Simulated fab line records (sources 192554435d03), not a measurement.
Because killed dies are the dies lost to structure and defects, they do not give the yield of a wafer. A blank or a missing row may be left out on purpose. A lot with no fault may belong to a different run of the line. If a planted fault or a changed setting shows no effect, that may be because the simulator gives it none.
fab line records	flow n5-finfet	part 1 of 2: steps 1 to 22 of 29
record lots=5	wafers=15	last-day=17
route steps=1938 shown FIN_SAQP@104
lots untouched by any fault: they come from a run of this same line in which no faults occurred
start-h: hours from the record's first day to the start of the lot's first wafer shown	wait-h: hours from the lot's prior step to this one	" the same as in the row above	L1.1+2: one row covering several wafers at once	- either no value or no given start	* or withheld: withheld	< > ~ a bound
route shown NAME@n: a module of which the file shows steps, and the number in the route of the first	usual: mean/standard deviation taken from wafers without a fault	same: alike in all rows	chamber/n: place in a boat	sites: per-site readings	_std_site: how widely they spread, as a standard deviation	_edge_site: mean of outer sites minus mean of inner sites	radius-mm: for every site, how far away it sits from the centre of the wafer	mask NAME#n: copy n	behind: the last tool/chamber to shape the wafer	hold: the reason the lot was held/the length of the hold in hours/how it ended	device: which transistor (n, p or np) failed to switch	end of line: the route-end tests of the same wafers	a step given without rows: its recipe and nothing more	killed: count of dies lost to structure and defects at first sort (not the wafer's yield)	map: a wafer's dies, marking killed ones x, the rest . and places with no die _
set.NAME: the run value of the setting; set.NAME@STEP: its run value at that earlier step	model.NAME: the simulator's own value behind a step, which no gauge read
lots at selected steps of the route; one table per step, one row per wafer
services: the hour from which a tool's chamber was out of use, counted from the record's first day as start-h (under 0 if before that day), plus the number of hours and why
## steps
# step N5_FIN_SAQP_COAT_50
# recipe resist=SiARC	temp-c=220	time-s=60	spin-rpm=1500	resist-thk-nm=35
lot.wafer	tool	chamber	start-h	wait-h
L075.1+4+6	litho-track-02	0	-	-
L080.2+3+4	litho-track-01	0	-	-
L091.4+5+6	litho-track-02	0	-	-
L094.1+2+3	litho-track-03	0	-	-
L097.1+5+6	litho-track-02	0	-	-
# step N5_FIN_SAQP_COAT_10
# recipe resist=CAR-ArF	spin-rpm=1500	resist-thk-nm=90
lot.wafer	tool	chamber	start-h	wait-h
L075.1+4+6	litho-track-02	0	-	-
L080.2+3+4	litho-track-01	0	-	-
L091.4+5+6	litho-track-02	0	-	-
L094.1+2+3	litho-track-03	0	-	-
L097.1+5+6	litho-track-02	0	-	-
# step N5_FIN_SAQP_EBR_12
# recipe solvent=PGMEA	ebr-width-mm=1.5
# same ebr-width-mm=1.5
lot.wafer	tool	chamber	start-h	wait-h
L075.1+4+6	litho-track-02	0	-	-
L080.2+3+4	litho-track-01	0	-	-
L091.4+5+6	litho-track-02	0	-	-
L094.1+2+3	litho-track-03	0	-	-
L097.1+5+6	litho-track-02	0	-	-
# step N5_FIN_SAQP_SOFTBAKE_11
# recipe temp-c=110	time-s=60	resist=CAR-ArF
lot.wafer	tool	chamber	start-h	wait-h
L075.1+4+6	litho-track-02	0	-	-
L080.2+3+4	litho-track-01	0	-	-
L091.4+5+6	litho-track-02	0	-	-
L094.1+2+3	litho-track-03	0	-	-
L097.1+5+6	litho-track-02	0	-	-
# step N5_FIN_SAQP_EXPOSE_13
# recipe mask-id=FIN_CORE	na=1.35	source-shape=dipole	sigma-inner=0.538	sigma-outer=0.738	polarization=te	target-cd-nm=35.6	dose-mj=63.25
lot.wafer	tool	chamber	start-h	wait-h	mask
L075.1+4+6	arfi-scanner-01	0	27.94	-	FIN_CORE#0
L080.2+3+4	arfi-scanner-03	0	57.31	-	FIN_CORE#0
L091.4+5+6	arfi-scanner-03	0	123.39	-	FIN_CORE#0
L094.1+2+3	arfi-scanner-03	0	141.69	-	FIN_CORE#0
L097.1+5+6	arfi-scanner-02	0	159.37	-	FIN_CORE#0
# step N5_FIN_SAQP_PEB_14
# recipe peb-temp-c=withheld	peb-time-s=60	resist=CAR-ArF
lot.wafer	tool	chamber	start-h	wait-h
L075.1+4+6	litho-track-02	0	28.00	0.1
L080.2+3+4	litho-track-01	0	57.36	0.0
L091.4+5+6	litho-track-01	0	123.43	0.0
L094.1+2+3	litho-track-03	0	141.75	0.1
L097.1+5+6	litho-track-01	0	159.43	0.1
# step N5_FIN_SAQP_DEVELOP_15
# recipe develop-time-s=30	developer=TMAH	resist=CAR-ArF	dev-temp-c=23	rinse-liquid=diw	dry=air-spin
lot.wafer	tool	chamber	start-h	wait-h
L075.1+4+6	litho-track-02	0	-	-
L080.2+3+4	litho-track-01	0	-	-
L091.4+5+6	litho-track-01	0	-	-
L094.1+2+3	litho-track-03	0	-	-
L097.1+5+6	litho-track-01	0	-	-
# step N5_FIN_SAQP_CD_MEAS_16
# recipe target-cd-nm=35.6	landing-energy-ev=500	detector=se-inlens
# usual cd-nm=35.57/0.29
lot.wafer	tool	chamber	start-h	wait-h	cd-nm
L075.1	cd-sem-02	0	28.06	-	35.25
L075.4	"	0	"	"	35.59
L075.6	"	0	"	"	35.27
L080.2	cd-sem-02	0	57.43	-	35.12
L080.3	"	0	"	"	35.15
L080.4	"	0	"	"	35.46
L091.4	cd-sem-03	0	123.50	-	35.56
L091.5	"	0	"	"	35.92
L091.6	"	0	"	"	35.60
L094.1	cd-sem-01	0	141.82	-	34.98
L094.2	"	0	"	"	35.07
L094.3	"	0	"	"	35.23
L097.1	cd-sem-03	0	159.50	-	35.85
L097.5	"	0	"	"	35.85
L097.6	"	0	"	"	35.60
# step N5_FIN_SAQP_OVL_MEAS_17
# recipe points-per-wafer=44
# usual FIN_CORE_OVL=-0.2/0.7
lot.wafer	tool	chamber	start-h	wait-h	FIN_CORE_OVL[nm]
L075.1	overlay-01	0	28.10	0.0	-1.1
L075.4	"	0	"	"	-1.6
L075.6	"	0	"	"	-1.3
L080.2	overlay-02	0	57.48	0.0	-0.4
L080.3	"	0	"	"	0.2
L080.4	"	0	"	"	0.5
L091.4	overlay-01	0	123.53	0.0	-0.2
L091.5	"	0	"	"	0.2
L091.6	"	0	"	"	0.1
L094.1	overlay-02	0	141.86	0.0	-0.8
L094.2	"	0	"	"	0.3
L094.3	"	0	"	"	-0.5
L097.1	overlay-02	0	159.54	0.0	-0.9
L097.5	"	0	"	"	-0.3
L097.6	"	0	"	"	-0.3
# step N5_FIN_SAQP_INSPECT_18
# recipe mode=adi	inspect-instrument=brightfield
# usual raw-defect-count=408/90
lot.wafer	tool	chamber	start-h	wait-h	raw-defect-count
L075.1	defect-inspect-02	-	28.13	0.0	441
L075.4	"	-	"	"	612
L075.6	"	-	"	"	343
L080.2	defect-inspect-02	-	57.50	0.0	422
L080.3	"	-	"	"	397
L080.4	"	-	"	"	336
L091.4	defect-inspect-02	-	123.56	0.0	213
L091.5	"	-	"	"	289
L091.6	"	-	"	"	354
L094.1	defect-inspect-01	-	141.89	0.0	415
L094.2	"	-	"	"	449
L094.3	"	-	"	"	613
L097.1	defect-inspect-02	-	159.56	0.0	593
L097.5	"	-	"	"	438
L097.6	"	-	"	"	389
# step N5_FIN_SAQP_DESCUM_21
# recipe chemistry=O2	time-s=7.9	source-power-w=50	bias-power-w=20	pressure-mtorr=20	rf-frequency-hz=2.712e+07	temp-c=40	resist=CAR-ArF	o2-flow-sccm=225
# usual drypump-motor-current-A=5.6/0.56	oes-product-au=0.79/0.09	rf-vpp-V=243.5/1.4	showerhead-plenum-p-Torr=2.11/0.069	throttle-valve-pct=20.40/0.16
lot.wafer	tool	chamber	start-h	wait-h	drypump-motor-current-A	oes-product-au	rf-hours-counter-h	rf-vpp-V	showerhead-plenum-p-Torr	throttle-valve-pct
L075.1	rie-diel-04	0	28.16	0.0	5.8	0.70	212	244.3	2.07	20.56
L075.4	"	0	"	"	5.8	0.70	-	241.2	2.07	20.55
L075.6	"	1	"	"	6.6	0.80	-	244.8	2.18	20.63
L080.2	rie-diel-03	0	57.54	0.0	6.0	0.94	21	245.6	2.23	20.25
L080.3	"	3	"	"	4.9	0.76	156	242.6	2.09	20.47
L080.4	"	1	"	"	5.7	0.68	234	244.2	2.16	20.48
L091.4	rie-diel-04	2	123.59	0.0	5.7	0.81	92	242.9	2.12	20.52
L091.5	"	3	"	"	5.4	0.89	-	245.3	2.23	20.22
L091.6	"	2	"	"	5.7	0.81	-	243.8	2.12	20.51
L094.1	rie-diel-03	2	141.92	0.0	5.4	0.69	240	243.8	2.06	20.49
L094.2	"	1	"	"	5.7	0.96	7	244.5	2.15	20.11
L094.3	"	0	"	"	6.0	0.88	56	245.4	2.22	20.30
L097.1	rie-diel-02	0	159.60	0.0	6.2	1.00	1	245.0	2.24	20.19
L097.5	"	2	"	"	5.5	0.93	-	242.3	2.05	20.11
L097.6	"	3	"	"	4.7	0.74	-	243.5	2.07	20.39
# step N5_FIN_SAQP_ETCH_51
# recipe chemistry=CF4	target=SiARC	target-depth-a=455	mask-material=CAR-ArF	time-s=75.8	ion-energy-ev=80	pressure-mtorr=40	source-w=545	bias-w=36	Ar_flow_sccm=100	cf4-flow-sccm=100	ends=cleared
# usual drypump-motor-current-A=5.6/0.57	etch-rf-on-time-s=75.6/1.2	oes-product-au=0.67/0.075	rf-vpp-V=184.3/1.2	showerhead-plenum-p-Torr=2.16/0.066	throttle-valve-pct=15.61/0.19
lot.wafer	tool	chamber	start-h	wait-h	drypump-motor-current-A	etch-rf-on-time-s	oes-product-au	rf-hours-counter-h	rf-vpp-V	showerhead-plenum-p-Torr	throttle-valve-pct
L075.1	rie-diel-04	0	28.20	0.0	5.8	76.9	0.60	212	183.2	2.12	15.84
L075.4	"	0	"	"	5.8	77.0	0.60	-	183.2	2.12	15.82
L075.6	"	1	"	"	6.6	75.5	0.68	-	186.9	2.24	15.79
L080.2	rie-diel-03	0	57.57	0.0	6.0	73.7	0.80	21	186.3	2.27	15.36
L080.3	"	3	"	"	4.9	74.0	0.65	156	184.5	2.14	15.69
L080.4	"	1	"	"	5.7	76.0	0.59	234	185.6	2.21	15.74
L091.4	rie-diel-04	2	123.63	0.0	5.7	74.3	0.70	92	184.3	2.16	15.64
L091.5	"	3	"	"	5.4	74.8	0.76	-	186.7	2.27	15.35
L091.6	"	2	"	"	5.7	74.7	0.70	-	183.9	2.16	15.65
L094.1	rie-diel-03	2	141.95	0.0	5.4	75.8	0.60	240	183.4	2.11	15.72
L094.2	"	1	"	"	5.7	75.0	0.82	7	182.8	2.20	15.27
L094.3	"	0	"	"	6.0	74.9	0.75	56	186.9	2.25	15.43
L097.1	rie-diel-02	0	159.63	0.0	6.2	76.2	0.84	1	186.1	2.28	15.30
L097.5	"	2	"	"	5.5	77.2	0.78	-	183.5	2.11	15.30
L097.6	"	3	"	"	4.7	77.5	0.62	-	183.8	2.13	15.66
# step N5_FIN_SAQP_ETCH_52
# recipe chemistry=N2/H2	target=SOC	target-depth-a=1000	overetch-a=200	mask-material=SiARC	temp-c=40	time-s=150	ion-energy-ev=200	pressure-mtorr=30	source-w=840	bias-w=150	n2-flow-sccm=200	h2-flow-sccm=200	ends=end-point
# usual drypump-motor-current-A=5.6/0.56	oes-product-au=0.71/0.076	rf-vpp-V=524.7/2.4	showerhead-plenum-p-Torr=2.57/0.085	throttle-valve-pct=17.82/0.19
lot.wafer	tool	chamber	start-h	wait-h	drypump-motor-current-A	oes-product-au	rf-hours-counter-h	rf-vpp-V	showerhead-plenum-p-Torr	throttle-valve-pct
L075.1	rie-diel-04	0	28.25	0.0	5.8	0.64	212	523.8	2.51	18.01
L075.4	"	0	"	"	5.8	0.64	-	523.1	2.51	18.00
L075.6	"	1	"	"	6.6	0.70	-	525.7	2.67	18.11
L080.2	rie-diel-03	0	57.63	0.0	6.0	0.84	21	528.2	2.71	17.72
L080.3	"	3	"	"	4.9	0.67	156	523.2	2.54	17.85
L080.4	"	1	"	"	5.7	0.62	234	526.3	2.61	17.84
L091.4	rie-diel-04	2	123.68	0.0	5.7	0.72	92	523.8	2.57	17.87
L091.5	"	3	"	"	5.4	0.79	-	528.7	2.71	17.50
L091.6	"	2	"	"	5.7	0.72	-	525.4	2.57	17.87
L094.1	rie-diel-03	2	142.01	0.0	5.4	0.62	240	522.5	2.50	17.92
L094.2	"	1	"	"	5.7	0.86	7	525.1	2.61	17.43
L094.3	"	0	"	"	6.0	0.78	56	527.3	2.69	17.78
L097.1	rie-diel-02	0	159.69	0.0	6.2	0.89	1	528.8	2.71	17.54
L097.5	"	2	"	"	5.5	0.82	-	522.7	2.49	17.58
L097.6	"	3	"	"	4.7	0.66	-	523.9	2.53	17.84
# step N5_FIN_SAQP_STRIP_53
# recipe chemistry=N2/H2	temp-c=40	n2-flow-sccm=200	h2-flow-sccm=200	rf-frequency-hz=6e+07
lot.wafer	tool	chamber	start-h	wait-h
L075.1+4+6	rie-diel-04	0,0,1	28.35	0.0
L080.2+3+4	rie-diel-03	0,3,1	57.72	0.0
L091.4+5+6	rie-diel-04	2,3,2	123.78	0.0
L094.1+2+3	rie-diel-03	2,1,0	142.11	0.0
L097.1+5+6	rie-diel-02	0,2,3	159.78	0.0
# step N5_FIN_SAQP_HM_OPEN_73
# recipe chemistry=CHF3/O2	target=SiO2	stop-on=a-Si	target-depth-a=120	over-etch-frac=1.8	mask-material=SOC	time-s=16.8	pressure-mtorr=30	source-w=650	bias-w=170	Ar_flow_sccm=200	CHF3_flow_sccm=50	O2_flow_sccm=5	ion-energy-ev=200	ends=end-point
# usual drypump-motor-current-A=5.6/0.57	oes-product-au=0.47/0.051	rf-vpp-V=523/5	showerhead-plenum-p-Torr=2.43/0.076	throttle-valve-pct=18.81/0.17
# same over-etch-frac=1.8
lot.wafer	tool	chamber	start-h	wait-h	drypump-motor-current-A	oes-product-au	rf-hours-counter-h	rf-vpp-V	showerhead-plenum-p-Torr	throttle-valve-pct
L075.1	rie-diel-04	0	28.36	0.0	5.8	0.43	212	519	2.38	18.97
L075.4	"	0	"	"	5.8	0.43	-	520	2.38	18.96
L075.6	"	1	"	"	6.6	0.48	-	534	2.52	19.05
L080.2	rie-diel-03	0	57.73	0.0	6.0	0.56	21	524	2.55	18.59
L080.3	"	3	"	"	4.9	0.45	156	529	2.40	18.85
L080.4	"	1	"	"	5.7	0.41	234	518	2.48	18.90
L091.4	rie-diel-04	2	123.79	0.0	5.7	0.48	92	521	2.43	18.86
L091.5	"	3	"	"	5.4	0.52	-	526	2.56	18.59
L091.6	"	2	"	"	5.7	0.48	-	522	2.43	18.88
L094.1	rie-diel-03	2	142.12	0.0	5.4	0.41	240	518	2.37	18.86
L094.2	"	1	"	"	5.7	0.57	7	517	2.47	18.53
L094.3	"	0	"	"	6.0	0.52	56	523	2.54	18.66
L097.1	rie-diel-02	0	159.79	0.0	6.2	0.59	1	521	2.57	18.53
L097.5	"	2	"	"	5.5	0.56	-	523	2.38	18.57
L097.6	"	3	"	"	4.7	0.45	-	523	2.40	18.89
# step N5_FIN_SAQP_STRIP_74
# recipe chemistry=CHF3/O2	resist=SiARC	rf-frequency-hz=6e+07
lot.wafer	tool	chamber	start-h	wait-h
L075.1+4+6	rie-diel-04	0,0,1	28.41	0.0
L080.2+3+4	rie-diel-03	0,3,1	57.79	0.0
L091.4+5+6	rie-diel-04	2,3,2	123.84	0.0
L094.1+2+3	rie-diel-03	2,1,0	142.17	0.0
L097.1+5+6	rie-diel-02	0,2,3	159.85	0.0
# step N5_FIN_SAQP_MANDREL_ETCH_22
# recipe target-depth-a=600	chemistry=HBr/Cl2	target=a-Si	stop-on=SiNx	bt-time-s=10	over-etch-frac=0.5	time-s=30	pressure-mtorr=10	icp-w=800	bias-w=75	HBr_flow_sccm=150	Cl2_flow_sccm=80	ends=end-point
# usual drypump-motor-current-A=5.7/0.5	oes-product-au=0.766/0.014	throttle-valve-pct=35.43/0.23
# same bt-time-s=10	over-etch-frac=0.5
lot.wafer	tool	chamber	start-h	wait-h	drypump-motor-current-A	oes-product-au	rf-hours-counter-h	throttle-valve-pct
L075.1	rie-si-03	2	28.45	0.0	5.9	0.751	64	35.83
L075.4	"	0	"	"	4.9	0.754	158	35.72
L075.6	"	0	"	"	4.9	0.763	-	35.74
L080.2	rie-si-05	1	57.82	0.0	5.2	0.733	83	35.31
L080.3	"	2	"	"	5.8	0.773	72	34.95
L080.4	"	0	"	"	5.1	0.765	53	35.42
L091.4	rie-si-01	0	123.87	0.0	5.8	0.748	47	35.41
L091.5	"	0	"	"	5.8	0.751	-	35.42
L091.6	"	1	"	"	6.6	0.757	-	35.13
L094.1	rie-si-01	3	142.20	0.0	5.5	0.791	177	35.59
L094.2	"	0	"	"	5.8	0.746	47	35.41
L094.3	"	1	"	"	6.6	0.748	167	35.14
L097.1	rie-si-01	1	159.88	0.0	6.6	0.742	167	35.16
L097.5	"	0	"	"	5.8	0.763	-	35.38
L097.6	"	1	"	"	6.6	0.746	-	35.14
# step N5_FIN_SAQP_STRIP_55
# recipe chemistry=N2/H2	power-w=500	temp-c=40	pressure-mtorr=50	rf-frequency-hz=6e+07	overash-fraction=0.3	bias-power-w=28	h2-frac=0.5	n2-flow-sccm=300	h2-flow-sccm=300
# usual drypump-motor-current-A=5.6/0.5	oes-product-au=0.79/0.1	rf-vpp-V=122.2/1.4	showerhead-plenum-p-Torr=3.41/0.1	throttle-valve-pct=18.93/0.29
lot.wafer	tool	chamber	start-h	wait-h	drypump-motor-current-A	oes-product-au	rf-hours-counter-h	rf-vpp-V	showerhead-plenum-p-Torr	throttle-valve-pct
L075.1	rie-diel-04	0	28.54	0.1	5.8	0.70	212	121.0	3.32	19.16
L075.4	"	2	"	"	5.7	0.86	-	122.0	3.42	18.73
L075.6	"	1	"	"	6.6	0.79	-	122.5	3.51	19.40
L080.2	rie-diel-03	2	57.92	0.1	5.4	0.72	206	119.9	3.33	18.94
L080.3	"	1	"	"	5.7	0.69	234	122.0	3.45	18.84
L080.4	"	3	"	"	4.9	0.75	156	121.9	3.35	18.84
L091.4	rie-diel-03	1	123.99	0.1	5.7	1.02	-	122.3	3.44	18.43
L091.5	"	2	"	"	5.4	0.69	-	121.7	3.31	18.97
L091.6	"	0	"	"	6.0	0.90	-	120.3	3.55	19.19
L094.1	rie-diel-03	2	142.30	0.1	5.4	0.68	240	119.4	3.31	18.98
L094.2	"	1	"	"	5.7	0.96	7	121.5	3.44	18.48
L094.3	"	3	"	"	4.9	0.73	178	123.3	3.34	18.86
L097.1	rie-diel-02	0	159.98	0.1	6.2	1.00	1	123.2	3.58	18.62
L097.5	"	0	"	"	6.2	1.00	-	122.4	3.58	18.62
L097.6	"	3	"	"	4.7	0.73	-	120.0	3.34	18.92
# step N5_FIN_SAQP_STRIP_23
# recipe chemistry=SPM	time-s=750	temp-c=130	h2so4-h2o2-vol-ratio=4
lot.wafer	tool	chamber	start-h	wait-h
L075.1+4+6	wet-bench-01	7,5,2	28.61	-
L080.2+3+4	wet-bench-01	5,1,7	57.98	-
L091.4+5+6	wet-bench-01	2,6,7	124.04	-
L094.1+2+3	wet-bench-03	3,6,2	142.37	-
L097.1+5+6	wet-bench-03	2,0,3	160.04	-
# step N5_FIN_SAQP_SRD_66
# recipe dry=ipa-marangoni	time-s=30	temp-c=23	rinse-liquid=diw
lot.wafer	tool	chamber	start-h	wait-h
L075.1+4+6	wet-bench-01	7,5,2	28.84	0.0
L080.2+3+4	wet-bench-01	5,1,7	58.19	0.0
L091.4+5+6	wet-bench-01	2,6,7	124.25	0.0
L094.1+2+3	wet-bench-03	3,6,2	142.58	0.0
L097.1+5+6	wet-bench-03	2,0,3	160.25	0.0
# step N5_FIN_SAQP_RECESS_75
# recipe chemistry=HF/NH3	target=SiO2	target-depth-a=144	afs-cycles=3	temp-c=30	sublimation-temp-c=180	sublimation-time-s=60
# usual drypump-motor-current-A=5.4/0.41
lot.wafer	tool	chamber	start-h	wait-h	drypump-motor-current-A
L075.1	vapor-etch-01	0	28.89	0.0	6.0
L075.4	"	0	"	"	6.0
L075.6	"	1	"	"	4.9
L080.2	vapor-etch-01	0	58.24	0.0	6.0
L080.3	"	0	"	"	6.0
L080.4	"	1	"	"	4.9
L091.4	vapor-etch-01	1	124.42	0.1	4.9
L091.5	"	1	"	"	4.9
L091.6	"	0	"	"	5.9
L094.1	vapor-etch-01	0	142.63	0.0	5.9
L094.2	"	1	"	"	4.9
L094.3	"	0	"	"	5.9
L097.1	vapor-etch-02	0	160.50	0.2	5.1
L097.5	"	0	"	"	5.1
L097.6	"	1	"	"	5.4
# step N5_FIN_SAQP_SPACER1_ALD_24
# recipe material=SiO2	target-thk-a=203	temp-c=300	ald-precursor-family=BDEAS	ald-co-reactant=O2-plasma	pulse-time-s=1	purge-time-s=2	co-reactant-purge-time-s=2	ald-cycles=218	pressure-torr=2
# usual chamber-pressure-Torr=2.000/0.0044	heater-power-w=454/51	precursor-pulse-height-rel=1.002/0.018
# same co-reactant-purge-time-s=2	pulse-time-s=1
lot.wafer	tool	chamber	start-h	wait-h	chamber-pressure-Torr	heater-power-w	precursor-pulse-height-rel
L075.1	ald-sin-02	2	29.46	0.5	2.001	427	0.992
L075.4	"	0	"	"	2.006	435	1.029
L075.6	"	1	"	"	2.000	427	0.993
L080.2	ald-sin-02	0	60.06	1.7	1.997	438	1.055
L080.3	"	2	"	"	1.995	419	1.029
L080.4	"	1	"	"	2.006	418	0.986
L091.4	ald-sin-02	2	125.23	0.7	2.007	444	1.025
L091.5	"	1	"	"	2.003	396	0.992
L091.6	"	0	"	"	2.003	400	0.989
L094.1	ald-sin-02	0	143.01	0.3	1.997	393	1.030
L094.2	"	1	"	"	2.004	399	1.003
L094.3	"	3	"	"	2.002	444	1.004
L097.1	ald-sin-02	2	160.88	0.3	1.996	453	1.002
L097.5	"	2	"	"	1.989	438	0.987
L097.6	"	3	"	"	1.997	428	0.997
